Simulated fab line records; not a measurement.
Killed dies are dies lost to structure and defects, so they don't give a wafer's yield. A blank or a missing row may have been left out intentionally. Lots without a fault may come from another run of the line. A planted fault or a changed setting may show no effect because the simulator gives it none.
A struck lot beside a sound one / flow n5_finfet / 21 out of 1938 route steps
Sound: wafers L627.1, L627.2, L627.6. The struck wafers were L632.2, L632.3, L632.5. The cause comes at the end.
At each step with rows: each side's tool, then ch and its chambers, then its first start. Under that, the readings that differ: sound wafers / struck wafers / difference of the means / sigmas: that difference in standard deviations of wafers without a fault.
alike: a reading whose means differ by less than 2 such deviations, as well as words and numbers matching on both sides. not compared: withheld readings; readings where some wafer has no value; bounds like >300 that might hide an equal value; numbers whose values overlap and for which the record gives no deviation.
Wherever a step has rows on one side only, a row that says differs or no value, or a row with sigmas, the two part there. When numbers do not overlap yet have no deviation, they are printed without sigmas and do not part them. A reading that every wafer of one side lacks parts them only if that side has two wafers or more.

first, 7 steps without rows for these wafers: N5_BEOL_M3_COAT_73 (time 60 s, resist thk 5 nm); N5_BEOL_M3_COAT_05 (resist thk 30 nm); N5_BEOL_M3_EBR_07; N5_BEOL_M3_SOFTBAKE_06 (time 60 s); N5_BEOL_M3_EXPOSE_08 (exposes mask M3); N5_BEOL_M3_PEB_09 (peb time 60 s); N5_BEOL_M3_DEVELOP_10 (develop time 30 s).
N5_BEOL_M3_CD_MEAS_11: target cd 17.05 nm.
  sound on cd_sem-02 ch 0, day 9 00:34; struck on cd_sem-01 ch 0, day 11 01:45
  alike: cd_nm
N5_BEOL_M3_OVL_MEAS_12:
  sound on overlay-01 ch 0, day 9 00:35; struck on overlay-02 ch 0, day 11 01:47
  alike: M3_OVL
N5_BEOL_M3_DESCUM_16: chemistry O2, time 7 s.
  sound on rie_diel-05 ch 0,1,3, day 9 01:13; struck on rie_diel-05 ch 0,1, day 11 01:53
  alike: bias_power_w, drypump_motor_current_A, oes_product_au, rf_vpp_V, showerhead_plenum_p_Torr, throttle_valve_pct
  not compared: rf_hours_counter_h
N5_BEOL_M3_ETCH_74: etches underlayer in N2/H2, target depth 6.5 nm, time 5.2 s.
  sound on rie_diel-05 ch 0,1,3, day 9 01:15; struck on rie_diel-05 ch 0,1, day 11 01:55
  alike: bias_w, chamber_pressure_mTorr, drypump_motor_current_A, etch_rf_on_time_s, n2_flow_sccm, oes_product_au, rf_vpp_V, showerhead_plenum_p_Torr, throttle_valve_pct
  not compared: rf_hours_counter_h
N5_BEOL_M3_ETCH_63: etches SiARC in CF4, target depth 15.6 nm, time 26 s.
  sound on rie_diel-05 ch 0,1,3, day 9 01:16; struck on rie_diel-05 ch 0,1, day 11 01:56
  no value came back on the struck wafers for any of 8 readings (bias_w (W), cf4_flow_sccm (sccm) and others); on the sound wafers bias_w (W) reads 36.00 36.11 36.01
reading=model.CAR-EUV_of_BEOL_M3_COAT_05.thk_nm (nm); sound=11.2 11.2 11.4; struck=20.2 20.2 20.2; difference=+8.9; sigmas=
  not compared: rf_hours_counter_h
N5_BEOL_M3_ETCH_64: etches SOC in N2/H2, target depth 75 nm, overetch 15 nm, time 112.5 s.
  sound on rie_diel-05 ch 0,1,3, day 9 01:18; struck on rie_diel-05 ch 0,1, day 11 01:58
reading=oes_product_au (a.u.); sound=0.60 0.66 0.56; struck=0.28 0.30 0.28; difference=-0.32; sigmas=-6
  alike: bias_w, chamber_pressure_mTorr, drypump_motor_current_A, n2_flow_sccm, rf_vpp_V, showerhead_plenum_p_Torr, throttle_valve_pct
  not compared: rf_hours_counter_h
then, 2 steps without rows for these wafers: N5_BEOL_M3_STRIP_65 (strips in N2/H2); N5_BEOL_M3_STRIP_75 (strips in N2/H2).
N5_BEOL_M3_STRIP_66: strips in CF4.
  sound on rie_diel-05 ch 0,1,3, day 9 01:26; struck on rie_diel-05 ch 0,1, day 11 02:05
  alike: bias_power_w, drypump_motor_current_A, oes_product_au, power_w, rf_vpp_V, showerhead_plenum_p_Torr, throttle_valve_pct
  not compared: rf_hours_counter_h
N5_BEOL_M3_HM_OPEN_17: chemistry Cl2/BCl3, target TiN, target depth 20 nm, overetch 6 nm.
  sound on rie_metal-03 ch 0,1, day 9 01:28; struck on rie_metal-01 ch 0, day 11 02:07
reading=oes_product_au (a.u.); sound=0.62 0.79 0.62; struck=0.32 0.32 0.32; difference=-0.36; sigmas=-4
  alike: drypump_motor_current_A, he_backside_leak_sccm, throttle_valve_pct
  not compared: rf_hours_counter_h
N5_BEOL_M3_STRIP_19: strips in O2.
  sound on rie_diel-03 ch 1,2,3, day 9 01:39; struck on rie_diel-03 ch 2,3, day 11 02:14
  alike: drypump_motor_current_A, oes_product_au, rf_vpp_V, showerhead_plenum_p_Torr, throttle_valve_pct
  not compared: rf_hours_counter_h
N5_BEOL_M3_CD_MEAS_18: pitch 36 nm, target cd 18 nm.
  struck on cd_sem-03, day 11 02:19; sound on cd_sem-01, day 9 01:43
reading=cd_nm (nm); sound=18.2 18.1 17.8; struck=- - -; difference=no value on the struck wafers; sigmas=
then, 1 step without rows for these wafers: N5_BEOL_M3_COAT_67 (time 60 s, resist thk 60 nm).
N5_BEOL_M4_RC_MEAS_101:
  the record has rows for the sound wafers here (prober-01 ch 0, day 9 18:53) and none for the struck ones

## WHERE THEY PART
Earliest at N5_BEOL_M3_ETCH_63; latest, in this record, at N5_BEOL_M4_RC_MEAS_101.

WHY: the cause the simulator had injected
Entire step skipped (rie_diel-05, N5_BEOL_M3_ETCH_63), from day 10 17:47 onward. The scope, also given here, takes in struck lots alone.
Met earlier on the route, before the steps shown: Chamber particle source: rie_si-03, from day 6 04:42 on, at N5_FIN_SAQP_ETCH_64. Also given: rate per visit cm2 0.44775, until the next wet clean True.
